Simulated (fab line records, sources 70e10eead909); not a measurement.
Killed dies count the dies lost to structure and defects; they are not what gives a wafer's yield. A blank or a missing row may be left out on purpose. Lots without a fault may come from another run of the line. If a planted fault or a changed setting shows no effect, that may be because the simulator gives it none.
fab line records	flow nand_harc
record lots=5	wafers=15	last_day=32
route steps=1302 shown A_BONDPAD@1210 HYBRID_BOND@1237 THIN_TSV@1244 END@1302
lots that met no fault: from a run of the same line without faults
start_h: hours from the record's first day to the start of the lot's first wafer shown	wait_h: hours since the lot's step before	" unchanged from the row above	L1.1+2: a single row standing in for several wafers	- either no value or no given start	* or withheld: withheld	< > ~ a bound
route shown NAME@n: NAME is a module with steps in the file, n the number in the route of the first one	usual: mean/standard deviation taken from wafers without a fault	same: alike in all rows	chamber/n: place in a boat	sites: per-site readings	_std_site: the values' standard deviation	_edge_site: inner sites' mean taken away from outer sites' mean	radius_mm: how far each site lies from the wafer's centre	mask NAME#n: copy n	behind: the last tool/chamber to shape the wafer	hold: what put the lot on hold/how long, in hours/how the hold closed	device: the transistor (n, p or np) that didn't switch	end of line: at the end of the route, the tests of the same wafers	where a step has no rows: the recipe by itself	killed: count of dies lost to structure and defects at first sort (not the wafer's yield)	map: per-die view of a wafer (x killed, . not killed, _ where there is no die)
set.NAME: the setting as run; set.NAME@STEP: as run at that earlier step	model.NAME: the simulator's own value behind a step, which no gauge read
lots at selected steps of the route; one table per step, one row per wafer
services: the hour from which a tool's chamber was out of use, counted from the record's first day as start_h (under 0 if before that day), plus the number of hours and why
## steps
# step NHARC_A_BONDPAD_SOFTBAKE_04
# recipe temp_c=125	time_s=70
# step NHARC_A_BONDPAD_EBR_05
# step NHARC_A_BONDPAD_EXPOSE_06
# recipe na=0.55	dose_mj=36.99	mask_id=A_BPAD
# step NHARC_A_BONDPAD_PEB_07
# recipe peb_temp_c=128	peb_time_s=80
# step NHARC_A_BONDPAD_DEVELOP_08
# recipe time_s=50	dev_temp_c=22
# step NHARC_A_BONDPAD_CD_MEAS_09
# recipe target_cd_nm=500	landing_energy_ev=500
# usual cd_nm=501.9/2.7
lot.wafer	tool	chamber	start_h	wait_h	cd_nm
L276.2	cd_sem-03	0	580.23	-	500.4
L276.3	"	0	"	"	501.5
L276.5	"	0	"	"	501.7
L280.1	cd_sem-02	0	634.81	-	497.5
L280.5	"	0	"	"	499.8
L280.6	"	0	"	"	501.9
L283.1	cd_sem-03	0	668.11	-	502.8
L283.3	"	0	"	"	503.5
L283.5	"	0	"	"	502.9
L288.2	cd_sem-02	0	720.22	-	495.2
L288.3	"	0	"	"	500.8
L288.4	"	0	"	"	496.7
L292.2	cd_sem-01	0	736.61	-	500.9
L292.4	"	0	"	"	502.5
L292.5	"	0	"	"	501.8
# step NHARC_A_BONDPAD_OVL_MEAS_35
# usual overlay_x_nm=2/6.2	overlay_y_nm=-1/6.5
lot.wafer	tool	chamber	start_h	wait_h	overlay_x_nm	overlay_y_nm
L276.2	overlay-01	-	580.32	-	4	-3
L276.3	"	-	"	"	4	-3
L276.5	"	-	"	"	3	-3
L280.1	overlay-02	-	634.90	-	10	12
L280.5	"	-	"	"	10	12
L280.6	"	-	"	"	11	12
L283.1	overlay-02	-	668.20	-	-6	-7
L283.3	"	-	"	"	-6	-7
L283.5	"	-	"	"	-6	-7
L288.2	overlay-01	-	720.31	-	12	11
L288.3	"	-	"	"	12	12
L288.4	"	-	"	"	12	11
L292.2	overlay-01	-	736.69	-	-1	-5
L292.4	"	-	"	"	-1	-4
L292.5	"	-	"	"	-1	-4
# step NHARC_A_BONDPAD_HARDBAKE_10
# recipe temp_c=118	time_s=65
# step NHARC_A_BONDPAD_DESCUM_11
# recipe time_s=3	o2_flow_sccm=200	ar_flow_sccm=0	bias_power_w=0	chemistry=O2
# step NHARC_A_BONDPAD_ETCH_34
# recipe target_depth_a=600	overetch_a=180	time_s=65.91	ion_energy_ev=200	n2_flow_sccm=150	h2_flow_sccm=150	ar_flow_sccm=0	rf_w=400	bias_w=150	chemistry=N2/H2
# usual chamber_pressure_mTorr=29.997/0.027	drypump_motor_current_A=6.0/0.47	oes_product_au=1.002/0.011	rf_vpp_V=430.5/2.7	showerhead_plenum_p_Torr=2.04/0.098	throttle_valve_pct=14.172/0.009
# same time_s=65.91
lot.wafer	tool	chamber	start_h	wait_h	chamber_pressure_mTorr	drypump_motor_current_A	oes_product_au	rf_hours_counter_h	rf_vpp_V	showerhead_plenum_p_Torr	throttle_valve_pct
L276.3	rie_diel-10	3	580.54	0.1	30.003	6.3	0.999	4	434.3	2.13	14.185
L276.2	"	0	"	"	29.995	6.2	1.003	4	428.5	1.96	14.182
L276.5	"	1	"	"	29.985	6.7	0.995	-	434.7	2.16	14.166
L280.1	rie_diel-10	2	635.11	0.1	30.034	5.6	1.008	1	428.0	1.93	14.181
L280.5	"	2	"	"	29.980	5.5	1.019	-	427.8	1.93	14.157
L280.6	"	3	"	"	29.987	6.3	1.003	-	435.2	2.13	14.179
L283.3	rie_diel-10	1	668.41	0.1	29.977	6.7	1.006	2	433.0	2.16	14.171
L283.1	"	2	"	"	30.053	5.5	1.018	2	428.2	1.93	14.184
L283.5	"	1	"	"	30.020	6.7	1.005	-	434.4	2.16	14.172
L288.4	rie_diel-10	2	720.51	0.1	30.012	5.6	1.002	4	427.4	1.93	14.174
L288.3	"	3	"	"	29.993	6.3	1.022	4	433.4	2.13	14.168
L288.2	"	0	"	"	29.977	6.2	1.007	4	429.0	1.96	14.151
L292.2	rie_diel-06	0	736.90	0.1	29.942	5.9	1.004	9	430.0	2.06	14.174
L292.4	"	2	"	"	29.988	5.6	1.026	8	432.3	2.15	14.176
L292.5	"	1	"	"	29.991	5.4	0.993	-	428.9	1.99	14.157
# step NHARC_A_BONDPAD_ETCH_12
# recipe target_depth_a=2200	time_s=110	chf3_flow_sccm=50	o2_flow_sccm=10	ar_flow_sccm=200	rf_w=500	bias_w=200	chemistry=CHF3/O2
# step NHARC_A_BONDPAD_CD_MEAS_13
# usual cd_nm=501/3
lot.wafer	tool	chamber	start_h	wait_h	cd_nm
L276.2	cd_sem-02	-	580.76	-	499
L276.3	"	-	"	"	501
L276.5	"	-	"	"	501
L280.1	cd_sem-03	-	635.34	-	497
L280.5	"	-	"	"	498
L280.6	"	-	"	"	501
L283.1	cd_sem-01	-	668.64	-	501
L283.3	"	-	"	"	502
L283.5	"	-	"	"	503
L288.2	cd_sem-03	-	720.75	-	494
L288.3	"	-	"	"	498
L288.4	"	-	"	"	495
L292.2	cd_sem-01	-	737.14	-	501
L292.4	"	-	"	"	502
L292.5	"	-	"	"	502
# step NHARC_A_BONDPAD_STRIP_15
# recipe o2_flow_sccm=500	ar_flow_sccm=0	bias_w=0	chemistry=O2
# usual chamber_pressure_mTorr=59.99/0.066	drypump_motor_current_A=5.9/0.43	oes_product_au=1.000/0.012	rf_vpp_V=57.7/0.88	showerhead_plenum_p_Torr=3.51/0.14	throttle_valve_pct=17.036/0.0093
lot.wafer	tool	chamber	start_h	wait_h	chamber_pressure_mTorr	drypump_motor_current_A	oes_product_au	rf_hours_counter_h	rf_vpp_V	showerhead_plenum_p_Torr	throttle_valve_pct
L276.3	rie_diel-10	2	580.85	0.1	59.98	5.6	0.989	4	56.7	3.35	17.042
L276.2	"	3	"	"	59.93	6.3	1.005	4	59.3	3.67	17.042
L276.5	"	2	"	"	59.98	5.6	0.996	-	59.5	3.35	17.038
L280.1	rie_diel-06	3	635.47	0.1	59.96	5.7	1.004	18	56.4	3.34	17.045
L280.5	"	0	"	"	60.02	5.9	0.997	-	57.0	3.57	17.034
L280.6	"	1	"	"	60.03	5.4	0.992	-	57.7	3.46	17.026
L283.3	rie_diel-10	2	668.73	0.1	59.96	5.6	1.020	2	57.5	3.35	17.037
L283.1	"	3	"	"	60.04	6.3	1.014	2	58.3	3.67	17.045
L283.5	"	2	"	"	60.00	5.6	1.013	-	57.6	3.35	17.029
L288.2	rie_diel-06	1	720.82	0.1	60.01	5.4	0.985	10	57.2	3.45	17.039
L288.3	"	2	"	"	60.03	5.6	1.021	8	56.2	3.70	17.039
L288.4	"	3	"	"	60.00	5.6	0.999	8	59.4	3.33	17.037
L292.2	rie_diel-10	1	737.22	0.1	60.14	6.7	1.027	4	57.9	3.71	17.029
L292.4	"	2	"	"	59.87	5.6	1.019	4	56.9	3.35	17.033
L292.5	"	0	"	"	59.99	6.2	1.016	-	57.9	3.40	17.042
# step NHARC_A_BONDPAD_ETCH_24
# recipe target_depth_a=300	over_etch_frac=0.3	time_s=72.99	ion_energy_ev=150	cf4_flow_sccm=50	n2_flow_sccm=100	ar_flow_sccm=150	rf_w=300	bias_w=100	chemistry=CF4/N2
# usual cf4_flow_sccm=49.99/0.15	chamber_pressure_mTorr=30.000/0.027	drypump_motor_current_A=5.9/0.44	oes_product_au=1.001/0.011	rf_vpp_V=313.9/2.2	showerhead_plenum_p_Torr=2.61/0.11	throttle_valve_pct=19.795/0.009
# same time_s=72.99
lot.wafer	tool	chamber	start_h	wait_h	cf4_flow_sccm	chamber_pressure_mTorr	drypump_motor_current_A	oes_product_au	rf_hours_counter_h	rf_vpp_V	showerhead_plenum_p_Torr	throttle_valve_pct
L276.3	rie_diel-10	1	-	-	49.90	29.987	6.7	0.999	4	317.6	2.77	19.791
L276.2	"	3	"	"	50.30	29.982	6.3	1.001	4	316.0	2.74	19.782
L276.5	"	1	"	"	49.87	30.009	6.7	1.001	-	317.5	2.77	19.797
L280.1	rie_diel-06	2	-	-	50.17	29.964	5.6	0.996	25	316.8	2.76	19.808
L280.5	"	2	"	"	50.00	29.980	5.6	1.004	-	315.5	2.76	19.792
L280.6	"	3	"	"	49.94	30.029	5.6	1.009	-	311.7	2.48	19.782
L283.3	rie_diel-10	0	-	-	49.86	29.990	6.2	1.015	3	313.3	2.53	19.786
L283.1	"	3	"	"	50.00	30.002	6.3	0.997	2	315.7	2.73	19.792
L283.5	"	0	"	"	50.00	30.033	6.2	1.017	-	313.2	2.53	19.790
L288.2	rie_diel-06	2	-	-	49.95	30.001	5.6	1.011	8	316.3	2.75	19.789
L288.3	"	0	"	"	50.05	30.017	5.9	0.998	8	313.5	2.65	19.794
L288.4	"	1	"	"	50.26	30.043	5.3	0.989	10	313.0	2.57	19.786
L292.2	rie_diel-10	0	-	-	50.00	29.989	6.2	1.003	4	313.4	2.53	19.784
L292.4	"	1	"	"	49.98	30.023	6.7	1.010	4	316.5	2.77	19.812
L292.5	"	3	"	"	50.21	30.009	6.3	1.008	-	316.1	2.73	19.799
# step NHARC_A_BONDPAD_STRIP_16
# recipe time_s=600	temp_c=30	chemistry=post_etch_residue_remover
# step NHARC_A_BONDPAD_DEGAS_25
# recipe temp_c=300	time_s=60
# usual heater_power_w=458/54
# same time_s=60
lot.wafer	tool	chamber	start_h	wait_h	heater_power_w
L276.2	pvd_sputter-03	-	581.40	-	423
L276.3	"	-	"	"	407
L276.5	"	-	"	"	414
L280.1	pvd_sputter-01	-	635.99	-	474
L280.5	"	-	"	"	575
L280.6	"	-	"	"	436
L283.1	pvd_sputter-01	-	669.26	-	480
L283.3	"	-	"	"	564
L283.5	"	-	"	"	565
L288.2	pvd_sputter-02	-	721.37	-	533
L288.3	"	-	"	"	529
L288.4	"	-	"	"	349
L292.2	pvd_sputter-01	-	737.81	-	564
L292.4	"	-	"	"	448
L292.5	"	-	"	"	441
# step NHARC_A_BONDPAD_PRE_CLEAN_26
# recipe time_s=30	temp_c=280	gas=H2/He
# step NHARC_A_BONDPAD_PVD_17
# recipe target_thk_a=50	bias_v=168.6	power_w=15000	chamber_pressure_pa=0.12	time_s=8.06	substrate_temp_c=50	material=TaN
# step NHARC_A_BONDPAD_PVD_27
# recipe target_thk_a=300	chamber_pressure_pa=5	power_w=5000	substrate_temp_c=30	time_s=20.49	material=Cu
# step NHARC_A_BONDPAD_ECD_18
# recipe target_thk_a=4000	bath_temp_c=25	material=Cu
# step NHARC_A_BONDPAD_ANNEAL_28
# recipe temp_c=225	time_s=90
# step NHARC_A_BONDPAD_CMP_19
# recipe t_overpolish_s=30	cu_recess_touch_s=16	target_thk_nm=169.82
# step NHARC_A_BONDPAD_THK_MEAS_20
# recipe thk_meas_gauge=xrf
# usual thk_nm=169.5/1.5
lot.wafer	tool	chamber	start_h	wait_h	thk_nm
L276.2	film_metro-02	-	582.82	-	169.1
L276.3	"	-	"	"	171.5
L276.5	"	-	"	"	169.2
L280.1	film_metro-02	-	637.38	-	167.9
L280.5	"	-	"	"	172.3
L280.6	"	-	"	"	168.7
L283.1	film_metro-01	-	670.69	-	170.3
L283.3	"	-	"	"	167.2
L283.5	"	-	"	"	170.8
L288.2	film_metro-01	-	722.78	-	170.1
L288.3	"	-	"	"	169.3
L288.4	"	-	"	"	170.2
L292.2	film_metro-01	-	739.21	-	167.9
L292.4	"	-	"	"	170.4
L292.5	"	-	"	"	166.9
# step NHARC_A_BONDPAD_SRD_21
# recipe time_s=30	temp_c=23	dry_time_s=20	spin_rpm=1500
# step NHARC_HYBRID_BOND_ACTIVATE_00
# recipe time_s=60	n2_flow_sccm=200	ar_flow_sccm=0	bias_power_w=0	chemistry=N2
# usual drypump_motor_current_A=5.9/0.39	oes_product_au=1.001/0.01	rf_vpp_V=64.2/0.92	showerhead_plenum_p_Torr=1.75/0.087
# same bias_power_w=0	time_s=60
lot.wafer	tool	chamber	start_h	wait_h	drypump_motor_current_A	oes_product_au	rf_hours_counter_h	rf_vpp_V	showerhead_plenum_p_Torr
L276.3	rie_diel-11	2	583.11	0.1	5.6	1.006	13	64.1	1.78
L276.2	"	3	"	"	5.9	1.005	13	64.9	1.71
L276.5	"	3	"	"	5.9	1.012	-	64.0	1.71
L280.1	rie_diel-11	2	637.69	0.1	5.5	0.991	2	65.5	1.78
L280.6	"	0	"	"	6.5	0.991	-	65.0	1.84
L280.5	"	1	"	"	6.2	1.009	-	63.8	1.63
L283.3	rie_diel-11	1	670.99	0.1	6.2	0.997	5	63.3	1.63
L283.1	"	2	"	"	5.5	1.001	5	64.4	1.78
L283.5	"	1	"	"	6.2	0.996	-	63.2	1.63
L288.2	rie_diel-13	0	723.04	0.1	6.3	1.021	9	66.2	1.92
L288.3	"	1	"	"	6.1	1.012	9	64.0	1.85
L288.4	"	2	"	"	5.5	1.008	-	64.8	1.84
L292.4	rie_diel-11	3	739.49	0.1	5.9	1.010	11	63.7	1.71
L292.2	"	1	"	"	6.1	1.002	11	63.2	1.62
L292.5	"	0	"	"	6.5	1.011	-	63.2	1.84
# step NHARC_HYBRID_BOND_PRECLEAN_01
# recipe time_s=300	temp_c=23	chemistry=DIW
# step NHARC_HYBRID_BOND_SRD_02
# recipe time_s=30	temp_c=23	dry_time_s=20	spin_rpm=1500
# step NHARC_HYBRID_BOND_BOND_03
# recipe temp_c=25
# step NHARC_HYBRID_BOND_ANNEAL_04
# recipe temp_c=300	time_s=7200	ramp_up_c_per_min=5	ramp_down_c_per_min=3	idle_temp_c=100	pressure_atm=1
# step NHARC_HYBRID_BOND_OVL_MEAS_05
# usual overlay_x_nm=2/34	overlay_y_nm=5/31
lot.wafer	tool	chamber	start_h	wait_h	overlay_x_nm	overlay_y_nm
L276.2	overlay-02	-	592.89	0.4	-23	48
L276.3	"	-	"	"	50	-26
L276.5	"	-	"	"	43	10
L280.1	overlay-02	-	647.38	0.4	-24	-13
L280.5	"	-	"	"	62	-18
L280.6	"	-	"	"	-9	-5
L283.1	overlay-01	-	678.47	0.4	22	-22
L283.3	"	-	"	"	-32	56
L283.5	"	-	"	"	-42	-7
L288.2	overlay-02	-	733.45	0.4	20	55
L288.3	"	-	"	"	62	24
L288.4	"	-	"	"	-31	45
L292.2	overlay-02	-	753.34	0.4	-68	9
L292.4	"	-	"	"	33	-30
L292.5	"	-	"	"	-35	40
# step NHARC_THIN_TSV_GRIND_00
# recipe target_thk_um=6
# step NHARC_THIN_TSV_CMP_01
# recipe target_thk_um=3
# usual motor_current_A=11.6/1.2
lot.wafer	tool	chamber	start_h	wait_h	motor_current_A
L276.2	cmp-03	0	594.35	0.9	10.4
L276.3	"	1	"	"	10.9
L276.5	"	3	"	"	12.3
L280.1	cmp-03	3	648.80	1.0	12.5
L280.6	"	3	"	"	13.3
L280.5	"	0	"	"	10.4
L283.3	cmp-03	0	681.16	0.7	10.3
L283.1	"	1	"	"	11.1
L283.5	"	3	"	"	12.7
L288.2	cmp-02	1	734.92	0.9	12.9
L288.4	"	2	"	"	11.2
L288.3	"	3	"	"	14.7
L292.4	cmp-02	0	754.78	0.4	10.4
L292.2	"	2	"	"	10.8
L292.5	"	1	"	"	12.7
# step NHARC_THIN_TSV_THK_MEAS_02
# recipe thk_meas_gauge=ir
# usual thk_nm=2985/230
lot.wafer	tool	chamber	start_h	wait_h	thk_nm
L276.2	film_metro-01	-	594.56	-	2806
L276.3	"	-	"	"	2833
L276.5	"	-	"	"	2938
L280.1	film_metro-02	-	649.07	-	3321
L280.5	"	-	"	"	3084
L280.6	"	-	"	"	3541
L283.1	film_metro-01	-	681.38	0.2	2777
L283.3	"	-	"	"	2962
L283.5	"	-	"	"	2732
L288.2	film_metro-01	-	735.16	0.2	3258
L288.3	"	-	"	"	3350
L288.4	"	-	"	"	3316
L292.2	film_metro-02	-	755.05	-	2990
L292.4	"	-	"	"	2876
L292.5	"	-	"	"	3050
# step NHARC_THIN_TSV_SRD_03
# step NHARC_THIN_TSV_PRECLEAN_41
# recipe time_s=*	temp_c=50	bath_age_min=0	chemistry=SC1
# step NHARC_THIN_TSV_SRD_42
# step NHARC_THIN_TSV_DEP_43
# recipe target_thk_a=13285	temp_c=withheld	pressure_torr=6.5	rf_w=900	teos_flow_sccm=161.4	flow_sccm=2650	target_thk_nm=1328.5	gas=O2	material=SiO2
# step NHARC_THIN_TSV_DEHYDRATE_04
# recipe temp_c=150	time_s=120
# step NHARC_END_SORT_01
# recipe temp_c=25
# usual defect_limited_yield=90.7/2.7	killed_at_array=58/19	killed_at_other=1.1/1.2	killed_at_periphery=3.8/2.4	killed_dies=63/18	killed_open=3.3/1.8	killed_short=2.2/1.6
# same gross_dies=677
lot.wafer	tool	chamber	start_h	wait_h	defect_limited_yield[%]	killed_at_array	killed_at_other	killed_at_periphery	killed_dies	killed_open	killed_short
L276.2	prober-01	0	611.42	2.8	95.6	25	3	2	30	4	2
L276.3	prober-01	0	612.22	3.1	95.0	32	2	0	34	1	6
L276.5	prober-01	0	613.81	3.7	94.2	31	3	5	39	5	4
L280.1	prober-02	0	666.38	2.5	90.0	65	0	3	68	1	2
L280.5	prober-02	0	669.61	3.7	89.8	67	0	2	69	3	0
L280.6	prober-02	0	670.42	4.0	92.0	50	2	2	54	5	0
L283.1	prober-02	0	696.30	2.5	93.2	36	4	6	46	9	1
L283.3	prober-02	0	697.90	3.1	92.6	44	1	5	50	6	1
L283.5	prober-02	0	699.50	3.7	93.6	39	1	3	43	3	0
L288.2	prober-01	0	759.95	2.8	92.6	47	1	2	50	1	3
L288.3	prober-01	0	760.74	3.1	79.5	134	2	3	139	4	2
L288.4	prober-01	0	761.53	3.4	89.8	62	3	4	69	5	1
L292.2	prober-01	0	771.81	2.8	90.0	63	2	3	68	4	2
L292.4	prober-01	0	773.41	3.4	88.6	73	2	2	77	6	0
L292.5	prober-01	0	774.21	3.7	87.0	80	0	8	88	2	3
# killed by level:class
L276.2 A_CHANNEL_HOLE_D2:chamber_film_flake=9 A_STAIRCASE:chamber_film_flake=7 THIN_TSV:chamber_film_flake=3 A_CHANNEL_FILL_D1:geometric_particle:open=1 A_CHANNEL_FILL_D2:geometric_particle:short=1 A_CHANNEL_FILL_D2:geometric_particle:open=1 A_STAIRCASE:geometric_particle:open=1 A_M0:geometric_particle:short=1
L276.3 A_CHANNEL_HOLE_D2:chamber_film_flake=13 A_STAIRCASE:chamber_film_flake=7 A_CHANNEL_HOLE_D1:chamber_film_flake=3 A_CHANNEL_FILL_D1:geometric_particle:short=2 THIN_TSV:chamber_film_flake=2 A_ONON_D1:geometric_particle:short=1 A_CHANNEL_FILL_D1:geometric_particle:open=1 A_CHANNEL_HOLE_D2:geometric_particle:short=1
L276.5 A_CHANNEL_HOLE_D2:chamber_film_flake=12 A_CHANNEL_HOLE_D1:chamber_film_flake=7 A_STAIRCASE:chamber_film_flake=3 THIN_TSV:chamber_film_flake=3 A_DECK1_JOINT:chamber_film_flake=2 P_STI:geometric_particle:short=1 P_STI:geometric_particle:open=1 P_GATE:geometric_particle:open=1
L280.1 A_CHANNEL_HOLE_D1:chamber_film_flake=33 A_CHANNEL_HOLE_D2:chamber_film_flake=20 P_GATE:chamber_film_flake=2 A_ZERO_WELL:chamber_film_flake=2 A_SLIT:chamber_film_flake=2 A_STAIRCASE:chamber_film_flake=2 P_GATE:geometric_particle:short=1 A_ONON_D1:geometric_particle:open=1
L280.5 A_CHANNEL_HOLE_D1:chamber_film_flake=36 A_CHANNEL_HOLE_D2:chamber_film_flake=19 A_CONTACT:chamber_film_flake=6 P_GATE:geometric_particle:open=1 A_ONON_D1:geometric_particle:open=1 A_M0:geometric_particle:open=1 P_M0:chamber_film_flake=1 A_SLIT:chamber_film_flake=1
L280.6 A_CHANNEL_HOLE_D1:chamber_film_flake=26 A_CHANNEL_HOLE_D2:chamber_film_flake=12 A_BLC:chamber_film_flake=3 A_STAIRCASE:chamber_film_flake=2 THIN_TSV:chamber_film_flake=2 A_DECK1_JOINT:geometric_particle:open=1 A_ONON_D2:geometric_particle:open=1 A_SGD_CUT:geometric_particle:open=1
L283.1 A_CHANNEL_HOLE_D1:chamber_film_flake=20 THIN_TSV:chamber_film_flake=4 A_WL_FILL:chamber_film_flake=3 P_GATE:chamber_film_flake=2 P_GATE:geometric_particle:open=1 P_M1:geometric_particle:open=1 A_DECK1_JOINT:geometric_particle:open=1 A_ONON_D2:geometric_particle:open=1
L283.3 A_CHANNEL_HOLE_D1:chamber_film_flake=30 A_M1:chamber_film_flake=3 P_CONTACT:geometric_particle:open=2 A_CHANNEL_HOLE_D2:chamber_film_flake=2 A_STAIRCASE:chamber_film_flake=2 P_M0:geometric_particle:open=1 P_M1:geometric_particle:open=1 A_CHANNEL_HOLE_D1:geometric_particle:short=1
L283.5 A_CHANNEL_HOLE_D1:chamber_film_flake=27 A_DECK1_JOINT:chamber_film_flake=3 A_SLIT:chamber_film_flake=2 A_WL_FILL:chamber_film_flake=2 A_CONTACT:chamber_film_flake=2 P_M0:geometric_particle:open=1 A_CHANNEL_FILL_D2:geometric_particle:open=1 A_SGD_CUT:geometric_particle:open=1
L288.2 A_CHANNEL_HOLE_D2:chamber_film_flake=19 A_CHANNEL_HOLE_D1:chamber_film_flake=8 A_SLIT:chamber_film_flake=6 A_STAIRCASE:chamber_film_flake=5 A_CONTACT:chamber_film_flake=5 P_CONTACT:geometric_particle:short=1 A_SOURCE_PLATE:geometric_particle:open=1 A_CHANNEL_FILL_D1:geometric_particle:short=1
L288.3 A_BONDPAD:unspecified=91 A_CHANNEL_HOLE_D2:chamber_film_flake=20 A_CHANNEL_HOLE_D1:chamber_film_flake=7 A_STAIRCASE:chamber_film_flake=3 A_SLIT:chamber_film_flake=3 A_CONTACT:chamber_film_flake=3 A_DECK1_JOINT:geometric_particle:open=2 THIN_TSV:chamber_film_flake=2
L288.4 A_CHANNEL_HOLE_D2:chamber_film_flake=24 A_SLIT:chamber_film_flake=10 A_CONTACT:chamber_film_flake=10 A_CHANNEL_HOLE_D1:chamber_film_flake=7 A_STAIRCASE:chamber_film_flake=3 THIN_TSV:chamber_film_flake=3 P_GATE:chamber_film_flake=2 P_M1:geometric_particle:open=1
L292.2 A_SLIT:chamber_film_flake=25 A_CHANNEL_HOLE_D2:chamber_film_flake=23 A_CONTACT:chamber_film_flake=4 A_M1:chamber_film_flake=3 A_STAIRCASE:chamber_film_flake=2 THIN_TSV:chamber_film_flake=2 P_GATE:geometric_particle:open=1 P_CONTACT:geometric_particle:open=1
L292.4 A_SLIT:chamber_film_flake=26 A_CHANNEL_HOLE_D2:chamber_film_flake=24 A_CONTACT:chamber_film_flake=11 A_BLC:geometric_particle:open=3 A_DECK1_JOINT:chamber_film_flake=2 A_M1:chamber_film_flake=2 THIN_TSV:chamber_film_flake=2 A_CHANNEL_FILL_D1:geometric_particle:open=1
L292.5 A_SLIT:chamber_film_flake=38 A_CHANNEL_HOLE_D2:chamber_film_flake=29 A_CONTACT:chamber_film_flake=6 P_GATE:chamber_film_flake=5 A_WL_FILL:geometric_particle:short=2 P_STI:chamber_film_flake=2 A_M1:chamber_film_flake=2 P_CONTACT:geometric_particle:open=1
# map L288.3 (x killed, . not)
____________.____________
_________......._________
_______.......xx.._______
______.x..........x______
_____..............._____
____.................____
____...............x.____
___..x..x............x___
___...................___
__..........x...x.x....__
__.............x...x...__
_........x...x.x.x...x.._
_..........x.xxxxx..x..._
_....x.xxx.x.xxxxxx....._
_x....xxxxxxxxxxxxxx...._
_.......xxxxxxxxxxx....._
........x.xxxxxxxxxx.x...
........xx.xxxxxxxx......
.....x..xxxxxxxxxxx......
........x.xxxxxxxxxx.....
.........xx.xxxxxxx..x...
_.......x..x.xxxxxx....._
_............xxx........_
_.x.......x..x.x.x......_
_......................._
_........x.x...........x_
__.x...................__
__.....................__
___...................___
___..x................___
____.................____
____.................____
_____........x......_____
______.............______
_______..........._______
_________......._________
____________.____________
# map L280.5 (x killed, . not)
____________.____________
_________xxx...._________
_______..........._______
______xxx..........______
_____....x.........._____
____xx.xxx...........____
____..xxxx.......x...____
___..xxxxxx...........___
___...xxxxx...........___
__...xx.xx.............__
__......x.xx...........__
_.....xx.....x.........._
_......x.x.............._
_.....x.xx.............._
_.......xx.x............_
_.......xxxx............_
......x..................
...........xx............
........x.xx........xx...
.........xx..............
......x..................
_......................._
_.....................x._
_.....x................._
_......................._
_......................._
__x....................__
__.x...................__
___...................___
___x............x.....___
____.................____
____......x..........____
_____..............._____
______.............______
_______..........._______
_________...x..._________
____________.____________
## services
tool	chamber	start_h	hours	kind
pvd_sputter-01	-	582.00	10.0	pm
rie_diel-10	-	596.50	9.0	pm
cmp-03	-	599.48	0.7	repair
rie_diel-11	-	609.50	9.0	pm
rie_diel-13	0	622.90	4.5	repair
cmp-02	-	624.70	4.0	pm
pvd_sputter-02	-	638.00	10.0	pm
pvd_sputter-03	-	640.70	7.9	repair
cmp-03	-	652.00	4.0	pm
rie_diel-06	-	661.20	9.0	pm
pvd_sputter-02	-	663.71	21.8	repair
cmp-03	-	666.48	1.0	repair
rie_diel-13	3	696.02	6.8	repair
rie_diel-13	-	696.06	9.0	pm
pvd_sputter-03	-	704.86	10.0	pm
rie_diel-06	0	711.70	2.8	repair
rie_diel-11	0	716.50	7.6	repair
rie_diel-13	3	717.71	16.0	repair
cmp-02	-	722.70	4.0	pm
cmp-03	-	727.64	1.0	repair
pvd_sputter-03	-	732.50	1.7	repair
cmp-02	-	743.52	1.1	repair
pvd_sputter-01	-	746.98	3.4	repair
cmp-03	-	750.00	4.0	pm
## key
first_sign step=NHARC_END_SORT_01	reading=defect_limited_yield	direction=down	sigmas=4.1	usual=90.7	struck=79.5
effect step=NHARC_END_SORT_01	reading=killed_dies	direction=up	sigmas=4.1	usual=63	struck=139
more_kills_born_at NHARC_A_BONDPAD_STRIP_15@rie_diel-06=88
met_at NHARC_A_BONDPAD_STRIP_15
struck_wafers L288.3
fault kind=chamber_particle_source	tool=rie_diel-06	chamber=2	onset_h=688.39	steps=NHARC_A_BONDPAD_STRIP_15	rate_per_visit_cm2=0.92105
